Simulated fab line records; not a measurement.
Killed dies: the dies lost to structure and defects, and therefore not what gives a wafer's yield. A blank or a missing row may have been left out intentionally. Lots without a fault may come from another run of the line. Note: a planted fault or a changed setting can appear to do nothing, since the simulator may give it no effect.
fab line records	flow n5_finfet
[record] lots = 5	wafers = 15	last_day = 19
route steps=1938 shown BEOL_M15@1805
lots untouched by any fault: they come from a run of this same line in which no faults occurred
start_h: the number of hours between the record's first day and the start of the first shown wafer of the lot	wait_h: hours from the lot's prior step to this one	" repeats the value in the row above	L1.1+2: a row that stands for several wafers	- value missing, or start not given	* or withheld: withheld	< > ~ a bound
route shown NAME@n: names a module that has steps shown in the file, with the first one's number in the route	usual: mean/standard deviation taken from wafers without a fault	same: alike in all rows	chamber/n: place in a boat	sites: the reading at each site	_std_site: their standard deviation	_edge_site: the outer-site mean with the inner-site mean subtracted	radius_mm: how far each site lies from the wafer's centre	mask NAME#n: copy n	behind: the most recent tool/chamber to have shaped the wafer	hold: why the lot went on hold/how many hours it stayed there/how the hold came to an end	device: which transistor (n, p or np) failed to switch	end of line: the tests these same wafers got at the end of their route	a step given without rows: its recipe and nothing more	killed: count of dies lost to structure and defects at first sort (not the wafer's yield)	map: a wafer's dies, x killed, . not, _ none there
set.NAME: setting as actually run; set.NAME@STEP: the setting as run at that earlier step	model.NAME: the simulator's own value behind a step, which no gauge read
a table for each step, a row for each wafer; lots at some steps of the route
services: the hour from which a tool's chamber was out of use, counted from the record's first day as start_h (under 0 if before that day), plus the number of hours and why
[[steps]]
[step N5_BEOL_M15_OVL_MEAS_29]
[recipe] points_per_wafer = 44
[usual] M15_OVL = -1/5.5
lot.wafer	tool	chamber	start_h	wait_h	M15_OVL[nm]
L074.3	overlay-02	0	252.76	0.0	1
L074.4	"	0	"	"	-3
L074.5	"	0	"	"	2
L076.1	overlay-02	0	291.57	0.0	-4
L076.2	"	0	"	"	3
L076.6	"	0	"	"	5
L089.1	overlay-02	0	371.94	0.0	-4
L089.3	"	0	"	"	-8
L089.6	"	0	"	"	-2
L092.4	overlay-02	0	401.57	0.0	-9
L092.5	"	0	"	"	0
L092.6	"	0	"	"	-5
L097.1	overlay-02	0	428.74	0.0	-6
L097.3	"	0	"	"	-12
L097.5	"	0	"	"	-10
[step N5_BEOL_M15_INSPECT_30]
[recipe] mode = adi	inspect_instrument = macro
[usual] raw_defect_count = 1.9/1.3
lot.wafer	tool	chamber	start_h	wait_h	raw_defect_count
L074.3	defect_inspect-02	-	252.78	0.0	4
L074.4	"	-	"	"	0
L074.5	"	-	"	"	4
L076.1	defect_inspect-01	-	291.59	0.0	2
L076.2	"	-	"	"	1
L076.6	"	-	"	"	2
L089.1	defect_inspect-01	-	371.96	0.0	0
L089.3	"	-	"	"	2
L089.6	"	-	"	"	2
L092.4	defect_inspect-01	-	401.59	0.0	1
L092.5	"	-	"	"	4
L092.6	"	-	"	"	2
L097.1	defect_inspect-02	-	428.76	0.0	0
L097.3	"	-	"	"	2
L097.5	"	-	"	"	1
[step N5_BEOL_M15_DESCUM_33]
[recipe] chemistry = O2	time_s = 7.9	source_power_w = 50	bias_power_w = 20	pressure_mtorr = 20	rf_frequency_hz = 2.712e+07	temp_c = 40	o2_flow_sccm = 225
[usual] drypump_motor_current_A = 6.0/0.48	oes_product_au = 0.78/0.1	rf_vpp_V = 243.2/1.4	showerhead_plenum_p_Torr = 2.09/0.069	throttle_valve_pct = 20.44/0.26
lot.wafer	tool	chamber	start_h	wait_h	drypump_motor_current_A	oes_product_au	rf_hours_counter_h	rf_vpp_V	showerhead_plenum_p_Torr	throttle_valve_pct
L074.3	rie_diel-02	1	252.82	0.0	5.7	0.70	195	244.2	2.17	20.50
L074.4	"	2	"	"	5.9	0.69	-	242.2	2.05	20.50
L074.5	"	3	"	"	6.5	0.76	-	243.3	2.01	20.68
L076.1	rie_diel-02	0	292.25	0.7	6.6	0.71	182	242.0	2.08	20.77
L076.2	"	1	"	"	5.7	0.68	206	244.7	2.16	20.50
L076.6	"	3	"	"	6.5	0.75	-	240.5	2.01	20.70
L089.1	rie_diel-02	1	372.58	0.6	5.7	0.66	230	244.3	2.16	20.56
L089.3	"	2	"	"	5.8	0.94	15	242.8	2.05	20.23
L089.6	"	1	"	"	5.7	0.67	-	243.7	2.16	20.56
L092.4	rie_diel-06	2	401.62	0.0	6.7	0.94	18	244.8	2.24	20.45
L092.5	"	1	"	"	5.7	0.72	-	241.3	2.00	20.26
L092.6	"	2	"	"	6.7	0.93	-	247.0	2.24	20.43
L097.1	rie_diel-06	0	429.34	0.6	6.5	0.82	104	243.5	2.12	20.30
L097.3	"	3	"	"	5.6	0.67	236	244.7	2.16	20.77
L097.5	"	3	"	"	5.6	0.67	-	243.1	2.15	20.78
[step N5_BEOL_M15_ETCH_61]
[recipe] chemistry = N2/H2	target = BARC	target_depth_a = 890	overetch_a = 267	time_s = 67.9	ion_energy_ev = 200	pressure_mtorr = 30	source_w = 840	bias_w = 150	n2_flow_sccm = 200	h2_flow_sccm = 200
[usual] drypump_motor_current_A = 6.1/0.49	oes_product_au = 0.66/0.079	rf_vpp_V = 523.7/2.4	showerhead_plenum_p_Torr = 2.54/0.078	throttle_valve_pct = 17.91/0.28
lot.wafer	tool	chamber	start_h	wait_h	drypump_motor_current_A	oes_product_au	rf_hours_counter_h	rf_vpp_V	showerhead_plenum_p_Torr	throttle_valve_pct
L074.3	rie_diel-02	1	252.85	0.0	5.7	0.60	195	526.4	2.63	17.96
L074.4	"	2	"	"	5.8	0.59	-	522.1	2.51	18.00
L074.5	"	3	"	"	6.5	0.66	-	521.6	2.45	18.20
L076.1	rie_diel-02	0	292.29	0.0	6.6	0.61	182	523.0	2.54	18.22
L076.2	"	1	"	"	5.7	0.60	206	526.1	2.62	18.01
L076.6	"	3	"	"	6.5	0.65	-	519.4	2.44	18.22
L089.1	rie_diel-02	1	372.61	0.0	5.7	0.58	230	526.3	2.61	18.05
L089.3	"	2	"	"	5.9	0.78	15	521.7	2.50	17.66
L089.6	"	1	"	"	5.7	0.59	-	525.8	2.61	18.05
L092.4	rie_diel-06	2	401.66	0.0	6.7	0.80	18	528.5	2.71	17.78
L092.5	"	1	"	"	5.8	0.61	-	520.5	2.43	17.81
L092.6	"	2	"	"	6.7	0.79	-	527.4	2.71	17.76
L097.1	rie_diel-06	0	429.37	0.0	6.5	0.68	104	525.9	2.55	17.79
L097.3	"	3	"	"	5.5	0.57	236	525.1	2.61	18.12
L097.5	"	3	"	"	5.5	0.58	-	526.8	2.61	18.12
[step N5_BEOL_M15_TRENCH_ETCH_34]
[recipe] chemistry = C4F8/O2/Ar	target = SiO2	target_depth_a = 8729.3	he_inner_torr = 15	he_outer_torr = 30	time_s = 199	ion_energy_ev = 800	pressure_mtorr = 20	source_w = 1905	bias_w = 2040	Ar_flow_sccm = 400	C4F8_flow_sccm = 16	O2_flow_sccm = 12
[usual] drypump_motor_current_A = 6.1/0.49	oes_o_777_au = 0.78/0.096	oes_product_au = 0.77/0.1	rf_vpp_V = 2228/35	showerhead_plenum_p_Torr = 3.43/0.11	throttle_valve_pct = 30.9/0.3
lot.wafer	tool	chamber	start_h	wait_h	drypump_motor_current_A	oes_o_777_au	oes_product_au	rf_hours_counter_h	rf_vpp_V	showerhead_plenum_p_Torr	throttle_valve_pct
L074.3	rie_diel-02	1	252.90	0.0	5.7	0.70	0.68	195	2226	3.54	30.8
L074.4	"	2	"	"	5.8	0.70	0.68	-	2194	3.39	30.9
L074.5	"	3	"	"	6.5	0.79	0.76	-	2186	3.28	31.0
L076.1	rie_diel-02	0	292.34	0.0	6.5	0.73	0.71	182	2271	3.42	31.3
L076.2	"	1	"	"	5.7	0.70	0.68	206	2225	3.53	30.8
L076.6	"	3	"	"	6.5	0.78	0.75	-	2184	3.28	31.0
L089.1	rie_diel-02	1	372.66	0.0	5.7	0.68	0.66	230	2226	3.52	30.8
L089.3	"	2	"	"	5.8	0.94	0.95	15	2192	3.38	30.8
L089.6	"	1	"	"	5.7	0.67	0.67	-	2224	3.52	30.9
L092.4	rie_diel-06	2	401.71	0.0	6.7	0.93	0.95	18	2278	3.66	31.1
L092.5	"	1	"	"	5.8	0.70	0.71	-	2254	3.27	30.5
L092.6	"	2	"	"	6.7	0.94	0.96	-	2277	3.66	31.1
L097.1	rie_diel-06	0	429.42	0.0	6.5	0.79	0.81	104	2238	3.48	30.9
L097.3	"	3	"	"	5.6	0.69	0.67	236	2283	3.53	31.3
L097.5	"	3	"	"	5.6	0.68	0.68	-	2285	3.53	31.3
[step N5_BEOL_M15_STRIP_36]
[recipe] chemistry = O2	power_w = 600	temp_c = 60	pressure_mtorr = 30	rf_frequency_hz = 6e+07	bias_power_w = 0	overash_fraction = 0.3	o2_flow_sccm = 225
[usual] drypump_motor_current_A = 6.0/0.52	oes_product_au = 0.79/0.11	rf_vpp_V = 3.6/0.97	showerhead_plenum_p_Torr = 2.08/0.067	throttle_valve_pct = 16.64/0.28
lot.wafer	tool	chamber	start_h	wait_h	drypump_motor_current_A	oes_product_au	rf_hours_counter_h	rf_vpp_V	showerhead_plenum_p_Torr	throttle_valve_pct
L074.3	rie_diel-05	0	255.73	2.6	5.9	0.89	29	3.4	2.14	16.16
L074.4	"	0	"	"	6.0	0.87	-	4.1	2.14	16.23
L074.5	"	1	"	"	5.7	0.69	-	2.2	1.98	16.93
L076.1	rie_diel-05	1	294.13	1.6	5.7	0.66	238	3.6	1.97	16.95
L076.2	"	3	"	"	5.2	0.70	231	3.2	2.07	16.80
L076.6	"	0	"	"	6.0	0.85	-	3.4	2.13	16.24
L089.1	rie_diel-06	1	374.22	1.4	5.8	0.73	198	2.5	2.00	16.56
L089.3	"	0	"	"	6.4	0.85	89	2.6	2.12	16.49
L089.6	"	1	"	"	5.7	0.73	-	4.2	2.00	16.48
L092.4	rie_diel-05	2	403.49	1.6	6.7	0.89	-	4.3	2.06	16.36
L092.5	"	0	"	"	6.0	0.81	-	1.6	2.12	16.32
L092.6	"	3	"	"	5.2	0.94	-	2.9	2.06	16.44
L097.1	rie_diel-05	1	430.29	0.7	5.7	0.97	5	3.3	2.23	16.52
L097.3	"	0	"	"	6.0	0.80	92	2.3	2.11	16.32
L097.5	"	0	"	"	5.9	0.81	-	4.0	2.11	16.28
[step N5_BEOL_M15_STRIP_62]
[recipe] chemistry = O2	power_w = 600	temp_c = 60	pressure_mtorr = 30	rf_frequency_hz = 6e+07	bias_power_w = 0	overash_fraction = 0.3	o2_flow_sccm = 225
[usual] drypump_motor_current_A = 6.0/0.52	oes_product_au = 0.79/0.11	rf_vpp_V = 3.7/0.52	showerhead_plenum_p_Torr = 2.08/0.067	throttle_valve_pct = 16.64/0.28
lot.wafer	tool	chamber	start_h	wait_h	drypump_motor_current_A	oes_product_au	rf_hours_counter_h	rf_vpp_V	showerhead_plenum_p_Torr	throttle_valve_pct
L074.3	rie_diel-05	0	-	-	5.9	0.88	29	4.4	2.14	16.20
L074.4	"	0	"	"	5.9	0.88	-	3.1	2.14	16.22
L074.5	"	1	"	"	5.7	0.68	-	3.1	1.98	16.93
L076.1	rie_diel-05	1	-	-	5.7	0.67	238	3.7	1.97	16.95
L076.2	"	3	"	"	5.2	0.70	231	4.7	2.07	16.80
L076.6	"	0	"	"	5.9	0.86	-	4.2	2.13	16.24
L089.1	rie_diel-06	1	-	-	5.8	0.72	198	3.9	2.00	16.53
L089.3	"	0	"	"	6.4	0.84	89	3.4	2.13	16.50
L089.6	"	1	"	"	5.8	0.72	-	2.9	2.00	16.54
L092.4	rie_diel-05	2	-	-	6.7	0.89	-	3.5	2.06	16.36
L092.5	"	0	"	"	6.0	0.82	-	3.8	2.12	16.30
L092.6	"	3	"	"	5.2	0.95	-	3.4	2.06	16.43
L097.1	rie_diel-05	1	-	-	5.7	0.97	5	3.5	2.23	16.53
L097.3	"	0	"	"	5.9	0.81	92	3.7	2.11	16.32
L097.5	"	0	"	"	5.9	0.81	-	3.3	2.11	16.34
[step N5_BEOL_M15_STRIP_37]
[recipe] chemistry = O2	power_w = 600	temp_c = 60	pressure_mtorr = 30	rf_frequency_hz = 6e+07	bias_power_w = 0	overash_fraction = 0.3	o2_flow_sccm = 225
[usual] drypump_motor_current_A = 6.0/0.52	oes_product_au = 0.79/0.11	rf_vpp_V = 3.6/0.73	showerhead_plenum_p_Torr = 2.08/0.067	throttle_valve_pct = 16.64/0.28
lot.wafer	tool	chamber	start_h	wait_h	drypump_motor_current_A	oes_product_au	rf_hours_counter_h	rf_vpp_V	showerhead_plenum_p_Torr	throttle_valve_pct
L074.3	rie_diel-05	0	-	-	5.9	0.88	29	3.2	2.14	16.22
L074.4	"	0	"	"	6.0	0.88	-	3.8	2.14	16.20
L074.5	"	1	"	"	5.7	0.68	-	3.4	1.98	16.92
L076.1	rie_diel-05	1	-	-	5.7	0.68	239	3.1	1.97	16.97
L076.2	"	3	"	"	5.2	0.71	231	2.8	2.07	16.80
L076.6	"	0	"	"	5.9	0.86	-	4.2	2.13	16.24
L089.1	rie_diel-06	1	-	-	5.7	0.71	198	3.6	2.00	16.53
L089.3	"	0	"	"	6.5	0.84	89	3.0	2.13	16.51
L089.6	"	1	"	"	5.8	0.72	-	3.5	2.00	16.56
L092.4	rie_diel-05	2	-	-	6.7	0.90	-	3.4	2.06	16.38
L092.5	"	0	"	"	6.0	0.82	-	2.7	2.12	16.31
L092.6	"	3	"	"	5.2	0.95	-	3.8	2.06	16.45
L097.1	rie_diel-05	1	-	-	5.8	0.97	5	2.8	2.23	16.54
L097.3	"	0	"	"	6.0	0.79	92	3.7	2.11	16.31
L097.5	"	0	"	"	6.0	0.81	-	3.7	2.11	16.32
[step N5_BEOL_M15_ETCH_38]
[recipe] chemistry = CF4/N2	target = SiCN	target_depth_a = 1064	taper_deg = 2	time_s = 120.5	ion_energy_ev = 150	mask_material = SiO2	pressure_mtorr = 40	source_w = 430	bias_w = 70	Ar_flow_sccm = 100	cf4_flow_sccm = 60	n2_flow_sccm = 60
[usual] drypump_motor_current_A = 6.0/0.52	oes_product_au = 0.79/0.11	rf_vpp_V = 381.9/1.9	showerhead_plenum_p_Torr = 2.19/0.067	throttle_valve_pct = 15.42/0.28
lot.wafer	tool	chamber	start_h	wait_h	drypump_motor_current_A	oes_product_au	rf_hours_counter_h	rf_vpp_V	showerhead_plenum_p_Torr	throttle_valve_pct
L074.3	rie_diel-05	0	-	-	6.0	0.89	29	381.5	2.25	15.01
L074.4	"	0	"	"	5.9	0.89	-	382.8	2.25	15.00
L074.5	"	1	"	"	5.7	0.68	-	378.5	2.10	15.82
L076.1	rie_diel-05	1	-	-	5.7	0.66	239	380.6	2.10	15.83
L076.2	"	3	"	"	5.2	0.71	231	379.7	2.19	15.62
L076.6	"	0	"	"	6.0	0.86	-	382.8	2.25	15.04
L089.1	rie_diel-06	1	-	-	5.8	0.70	198	380.4	2.10	15.30
L089.3	"	0	"	"	6.4	0.82	89	383.8	2.23	15.27
L089.6	"	1	"	"	5.8	0.71	-	378.5	2.10	15.30
L092.4	rie_diel-05	2	-	-	6.7	0.89	-	382.3	2.17	15.13
L092.5	"	0	"	"	5.9	0.82	-	384.6	2.23	15.11
L092.6	"	3	"	"	5.2	0.94	-	380.6	2.18	15.20
L097.1	rie_diel-05	1	-	-	5.7	0.96	5	386.0	2.36	15.36
L097.3	"	0	"	"	6.0	0.79	92	382.2	2.23	15.14
L097.5	"	0	"	"	6.0	0.80	-	383.5	2.23	15.16
[step N5_BEOL_M15_PRECLEAN_39]
[recipe] chemistry = residue_remover	time_s = 60	temp_c = 40
[usual] bath_heat_duty_pct = 4.3/0.64
lot.wafer	tool	chamber	start_h	wait_h	bath_heat_duty_pct
L074.3	wet_bench-02	2	256.01	-	5.4
L074.4	"	1	"	"	4.9
L074.5	"	3	"	"	4.6
L076.1	wet_bench-02	7	294.42	-	4.7
L076.2	"	1	"	"	4.4
L076.6	"	0	"	"	4.3
L089.1	wet_bench-04	7	374.49	-	3.3
L089.3	"	5	"	"	4.6
L089.6	"	6	"	"	4.5
L092.4	wet_bench-02	5	403.74	-	4.1
L092.5	"	4	"	"	2.8
L092.6	"	6	"	"	4.7
L097.1	wet_bench-03	4	430.56	-	4.9
L097.3	"	5	"	"	4.9
L097.5	"	6	"	"	4.9
[step N5_BEOL_M15_SRD_40]
[recipe] time_s = 30	temp_c = 23	rinse_liquid = diw	dry = n2_spin	spin_rpm = 1500	dry_time_s = 30
[usual] bath_heat_duty_pct = 3.6/0.55	spin_rpm = 1500.0/0.88
lot.wafer	tool	chamber	start_h	wait_h	bath_heat_duty_pct	spin_rpm
L074.3	wet_bench-02	2	256.03	0.0	3.6	1501.7
L074.4	"	1	"	"	3.8	1500.2
L074.5	"	3	"	"	2.8	1498.6
L076.1	wet_bench-02	7	294.43	0.0	3.3	1498.9
L076.2	"	1	"	"	4.6	1500.7
L076.6	"	0	"	"	4.1	1501.7
L089.1	wet_bench-04	7	374.52	0.0	2.7	1499.8
L089.3	"	5	"	"	3.7	1499.4
L089.6	"	6	"	"	2.8	1499.0
L092.4	wet_bench-02	5	403.76	0.0	3.7	1499.7
L092.5	"	4	"	"	2.6	1499.0
L092.6	"	6	"	"	3.0	1499.0
L097.1	wet_bench-03	4	430.58	0.0	3.7	1498.9
L097.3	"	5	"	"	3.7	1499.1
L097.5	"	6	"	"	3.8	1499.0
[step N5_BEOL_M15_DEGAS_41]
[recipe] ambient = vacuum	temp_c = 300	time_s = 60
[usual] heater_power_w = 479/35
lot.wafer	tool	chamber	start_h	wait_h	heater_power_w
L074.3	pvd_sputter-01	-	256.34	0.3	452
L074.4	"	-	"	"	502
L074.5	"	-	"	"	465
L076.1	pvd_sputter-01	-	294.59	0.1	467
L076.2	"	-	"	"	466
L076.6	"	-	"	"	498
L089.1	pvd_sputter-03	-	374.56	0.0	460
L089.3	"	-	"	"	473
L089.6	"	-	"	"	490
L092.4	pvd_sputter-02	-	403.99	0.2	452
L092.5	"	-	"	"	453
L092.6	"	-	"	"	551
L097.1	pvd_sputter-03	-	430.66	0.1	501
L097.3	"	-	"	"	446
L097.5	"	-	"	"	502
[step N5_BEOL_M15_PRE_CLEAN_42]
[recipe] gas = H2/He	time_s = 30	temp_c = 300
[usual] heater_power_w = 480/35
lot.wafer	tool	chamber	start_h	wait_h	heater_power_w
L074.3	pvd_sputter-01	-	256.38	0.0	450
L074.4	"	-	"	"	499
L074.5	"	-	"	"	466
L076.1	pvd_sputter-01	-	294.63	0.0	478
L076.2	"	-	"	"	471
L076.6	"	-	"	"	496
L089.1	pvd_sputter-03	-	374.60	0.0	466
L089.3	"	-	"	"	473
L089.6	"	-	"	"	498
L092.4	pvd_sputter-02	-	404.03	0.0	446
L092.5	"	-	"	"	463
L092.6	"	-	"	"	561
L097.1	pvd_sputter-03	-	430.70	0.0	491
L097.3	"	-	"	"	457
L097.5	"	-	"	"	504
[step N5_BEOL_M15_SPUTTER_43]
[recipe] material = TaN	target_thk_a = 150	temp_c = 50	bias_v = 168.6	power_w = 15000	chamber_pressure_pa = 0.12	time_s = 24.19
[usual] throttle_valve_pct = 29.3/1.1
lot.wafer	tool	chamber	start_h	wait_h	throttle_valve_pct
L074.3	pvd_sputter-01	-	256.42	0.0	28.4
L074.4	"	-	"	"	30.0
L074.5	"	-	"	"	28.7
L076.1	pvd_sputter-01	-	294.67	0.0	30.1
L076.2	"	-	"	"	28.9
L076.6	"	-	"	"	30.2
L089.1	pvd_sputter-03	-	374.64	0.0	29.3
L089.3	"	-	"	"	29.0
L089.6	"	-	"	"	29.9
L092.4	pvd_sputter-02	-	404.07	0.0	30.7
L092.5	"	-	"	"	26.6
L092.6	"	-	"	"	28.5
L097.1	pvd_sputter-03	-	430.74	0.0	29.9
L097.3	"	-	"	"	30.1
L097.5	"	-	"	"	30.0
[step N5_BEOL_M15_SPUTTER_44]
[recipe] material = Ta	target_thk_a = 150	temp_c = 50	bias_v = 80	power_w = 15000	chamber_pressure_pa = 0.07	time_s = 24.19
[usual] throttle_valve_pct = 29.3/1.1
lot.wafer	tool	chamber	start_h	wait_h	throttle_valve_pct
L074.3	pvd_sputter-01	-	256.50	0.0	28.6
L074.4	"	-	"	"	29.7
L074.5	"	-	"	"	29.1
L076.1	pvd_sputter-01	-	294.75	0.0	30.2
L076.2	"	-	"	"	28.9
L076.6	"	-	"	"	29.9
L089.1	pvd_sputter-03	-	374.72	0.0	29.4
L089.3	"	-	"	"	29.3
L089.6	"	-	"	"	29.9
L092.4	pvd_sputter-02	-	404.15	0.0	30.4
L092.5	"	-	"	"	26.5
L092.6	"	-	"	"	28.5
L097.1	pvd_sputter-03	-	430.82	0.0	30.0
L097.3	"	-	"	"	30.0
L097.5	"	-	"	"	30.1
[step N5_BEOL_M15_SPUTTER_45]
[recipe] material = Cu	target_thk_a = 1000	temp_c = -20	bias_v = 60	power_w = 26000	chamber_pressure_pa = 0.13	time_s = 16.67
[usual] throttle_valve_pct = 29.3/1.1
lot.wafer	tool	chamber	start_h	wait_h	throttle_valve_pct
L074.3	pvd_sputter-01	-	256.58	0.0	28.5
L074.4	"	-	"	"	30.2
L074.5	"	-	"	"	28.6
L076.1	pvd_sputter-01	-	294.83	0.0	30.3
L076.2	"	-	"	"	28.9
L076.6	"	-	"	"	29.6
L089.1	pvd_sputter-03	-	374.80	0.0	29.5
L089.3	"	-	"	"	29.3
L089.6	"	-	"	"	30.0
L092.4	pvd_sputter-02	-	404.23	0.0	30.5
L092.5	"	-	"	"	26.8
L092.6	"	-	"	"	28.4
L097.1	pvd_sputter-03	-	430.90	0.0	30.2
L097.3	"	-	"	"	30.4
L097.5	"	-	"	"	29.8
[step N5_BEOL_M15_ECD_47]
[recipe] material = Cu	target_thk_a = 18600
lot.wafer	tool	chamber	start_h	wait_h
L074.3+4+5	ecd_cu-02	0,1,1	256.94	0.3
L076.1+2+6	ecd_cu-02	0,1,0	294.95	0.1
L089.1+3+6	ecd_cu-01	1,0,1	374.92	0.1
L092.4+5+6	ecd_cu-02	0,1,0	404.42	0.2
L097.1+3+5	ecd_cu-01	0,0,1	431.02	0.1
[step N5_BEOL_M15_ANNEAL_48]
[recipe] temp_c = 225	time_s = 90	ambient = N2
[usual] wafer_temp_C_max = 226.0/0.34
lot.wafer	tool	chamber	start_h	wait_h	wafer_temp_C_max
L074.3	rtp_anneal-01	0	257.20	0.2	226.0
L074.4	"	0	"	"	225.9
L074.5	"	0	"	"	225.9
L076.1	rtp_anneal-01	0	295.74	0.7	226.0
L076.2	"	0	"	"	225.9
L076.6	"	0	"	"	226.2
L089.1	rtp_anneal-01	0	375.75	0.8	225.8
L089.3	"	0	"	"	225.5
L089.6	"	0	"	"	225.6
L092.4	rtp_anneal-01	0	404.78	0.3	225.5
L092.5	"	0	"	"	225.7
L092.6	"	0	"	"	225.7
L097.1	rtp_anneal-01	0	432.14	1.0	225.7
L097.3	"	0	"	"	226.1
L097.5	"	0	"	"	225.6
[step N5_BEOL_M15_CMP_49]
[recipe] stop_on = SiO2	t_overpolish_s = 4.9	down_force_psi = 2	platen_rpm = 80	clearing_platen_down_force_psi = 2	clearing_platen_rpm = 80	post_cmp_clean = cu_alkaline	target_thk_nm = 850	clearing_platen_pad_velocity_m_s = 1.5917	pad_velocity_m_s = 1.5917
[usual] barrier_field_endpoint_s = 11.54/0.25	head_pressure_psi = 2.000/0.0041	motor_current_A = 7.5/1	overpolish_run_s = 4.900/0.0097	platen_rpm = 80.01/0.051
[same] t_overpolish_s = 4.9
lot.wafer	tool	chamber	start_h	wait_h	barrier_field_endpoint_s	head_pressure_psi	motor_current_A	overpolish_run_s	platen_rpm
L074.4	cmp-03	1	257.44	0.2	11.19	1.996	8.0	4.899	80.15
L074.3	"	2	"	"	11.05	1.997	7.4	4.912	79.97
L074.5	"	1	"	"	11.72	2.007	8.3	4.890	80.09
L076.1	cmp-04	3	296.04	0.3	11.43	2.001	6.6	4.906	80.07
L076.2	"	2	"	"	11.34	2.003	9.4	4.885	79.94
L076.6	"	3	"	"	11.75	2.004	6.7	4.906	80.01
L089.1	cmp-04	1	376.09	0.3	11.50	2.006	7.1	4.914	79.95
L089.3	"	3	"	"	11.34	1.996	6.4	4.888	79.97
L089.6	"	1	"	"	11.44	2.004	7.5	4.898	79.98
L092.4	cmp-02	3	405.07	0.2	11.65	2.000	9.2	4.900	80.06
L092.5	"	0	"	"	11.85	1.997	7.8	4.906	80.01
L092.6	"	1	"	"	11.47	1.998	7.0	4.894	79.97
L097.3	cmp-03	0	432.45	0.2	11.39	2.008	7.6	4.883	79.95
L097.1	"	1	"	"	11.28	2.002	8.0	4.895	79.94
L097.5	"	0	"	"	11.84	2.002	7.6	4.898	80.06
[step N5_BEOL_M15_THK_MEAS_50]
[recipe] thk_meas_gauge = xrf	reads = Cu_of_BEOL_M15_ECD_47
[usual] M15_THK = 850/26
lot.wafer	tool	chamber	start_h	wait_h	M15_THK[nm]
L074.3	film_metro-02	-	257.70	-	810
L074.4	"	-	"	"	849
L074.5	"	-	"	"	829
L076.1	film_metro-02	-	296.33	-	856
L076.2	"	-	"	"	820
L076.6	"	-	"	"	844
L089.1	film_metro-02	-	376.34	-	817
L089.3	"	-	"	"	890
L089.6	"	-	"	"	823
L092.4	film_metro-01	-	405.25	-	909
L092.5	"	-	"	"	839
L092.6	"	-	"	"	906
L097.1	film_metro-01	-	432.75	-	875
L097.3	"	-	"	"	867
L097.5	"	-	"	"	869
[step N5_BEOL_M15_PRE_CLEAN_52]
[recipe] gas = NH3	time_s = 15	temp_c = withheld	rf_power_w = 300
lot.wafer	tool	chamber	start_h	wait_h
L074.3+4+5	pecvd-02	1,2,0	257.73	0.0
L076.1+2+6	pecvd-02	2,1,1	296.37	0.0
L089.1+3+6	pecvd-01	2,0,0	376.38	0.0
L092.4+5+6	pecvd-01	1,2,0	405.30	0.0
L097.1+3+5	pecvd-02	1,2,2	432.78	0.0
[step N5_BEOL_M15_DEP_53]
[recipe] material = SiCN	target_thk_a = 500	temp_c = withheld	precursor = 3MS/NH3	pressure_torr = 3	rf_w = 675	time_s = 17.8
[usual] showerhead_plenum_p_Torr = 4.147/0.02	throttle_valve_pct = 18.1/0.87
lot.wafer	tool	chamber	start_h	wait_h	showerhead_plenum_p_Torr	throttle_valve_pct
L074.3	pecvd-02	1	257.76	0.0	4.155	17.5
L074.4	"	2	"	"	4.126	17.1
L074.5	"	0	"	"	4.163	18.6
L076.1	pecvd-02	2	296.40	0.0	4.133	17.7
L076.2	"	1	"	"	4.152	17.8
L076.6	"	1	"	"	4.137	17.7
L089.1	pecvd-01	2	376.41	0.0	4.165	17.7
L089.3	"	0	"	"	4.156	17.2
L089.6	"	0	"	"	4.145	17.1
L092.4	pecvd-01	1	405.33	0.0	4.165	20.7
L092.5	"	2	"	"	4.166	18.1
L092.6	"	0	"	"	4.148	17.4
L097.1	pecvd-02	1	432.81	0.0	4.158	17.8
L097.3	"	2	"	"	4.139	18.0
L097.5	"	2	"	"	4.141	17.5
[step N5_BEOL_M15_RS_MEAS_54]
[recipe] thk_meas_gauge = four-point-probe	reads = Cu_of_BEOL_M15_ECD_47+Ta_of_BEOL_M15_SPUTTER_44+TaN_of_BEOL_M15_SPUTTER_43
[usual] M15_RS = 0.0217/0.00064
lot.wafer	tool	chamber	start_h	wait_h	M15_RS[ohm/sq]
L074.3	film_metro-02	-	257.83	0.1	0.0227
L074.4	"	-	"	"	0.0217
L074.5	"	-	"	"	0.0221
L076.1	film_metro-02	-	296.46	0.0	0.0216
L076.2	"	-	"	"	0.0226
L076.6	"	-	"	"	0.0220
L089.1	film_metro-01	-	376.47	0.0	0.0224
L089.3	"	-	"	"	0.0206
L089.6	"	-	"	"	0.0224
L092.4	film_metro-02	-	405.38	0.0	0.0206
L092.5	"	-	"	"	0.0223
L092.6	"	-	"	"	0.0206
L097.1	film_metro-01	-	432.87	0.0	0.0211
L097.3	"	-	"	"	0.0214
L097.5	"	-	"	"	0.0213
[step N5_BEOL_M15_INSPECT_55]
[recipe] inspect_instrument = darkfield	mode = post_dep
[usual] raw_defect_count = 80/28
lot.wafer	tool	chamber	start_h	wait_h	raw_defect_count
L074.3	defect_inspect-01	-	257.86	0.0	105
L074.4	"	-	"	"	101
L074.5	"	-	"	"	129
L076.1	defect_inspect-02	-	296.49	0.0	39
L076.2	"	-	"	"	56
L076.6	"	-	"	"	37
L089.1	defect_inspect-02	-	376.50	0.0	50
L089.3	"	-	"	"	85
L089.6	"	-	"	"	63
L092.4	defect_inspect-01	-	405.40	0.0	139
L092.5	"	-	"	"	111
L092.6	"	-	"	"	99
L097.1	defect_inspect-02	-	432.90	0.0	62
L097.3	"	-	"	"	78
L097.5	"	-	"	"	77
[[services]]
tool	chamber	start_h	hours	kind
cmp-03	-	235.46	3.2	repair
cmp-02	-	237.45	4.0	pm
rie_diel-06	1	240.99	8.6	repair
rtp_anneal-01	-	244.32	0.9	pm
pecvd-02	-	247.82	2.8	pm
wet_bench-03	-	249.23	1.5	repair
ecd_cu-01	-	254.51	8.4	pm
cmp-04	-	263.49	6.0	pm
wet_bench-04	-	273.43	4.0	repair
pecvd-01	1	276.42	5.0	repair
cmp-03	-	283.89	7.5	pm
cmp-03	-	308.07	11.6	pm
rie_diel-06	1	319.92	6.7	repair
cmp-03	-	329.75	10.7	repair
wet_bench-04	-	334.87	4.4	pm
pecvd-01	-	350.02	2.8	repair
cmp-03	-	351.22	4.0	pm
rie_diel-06	3	357.07	4.4	repair
rie_diel-05	2	361.93	29.1	repair
pvd_sputter-01	-	370.77	4.7	repair
ecd_cu-01	-	373.13	1.5	repair
cmp-04	-	394.69	2.8	repair
cmp-03	-	410.12	1.4	repair
pecvd-01	1	425.97	6.5	repair
[[key]]
fault none
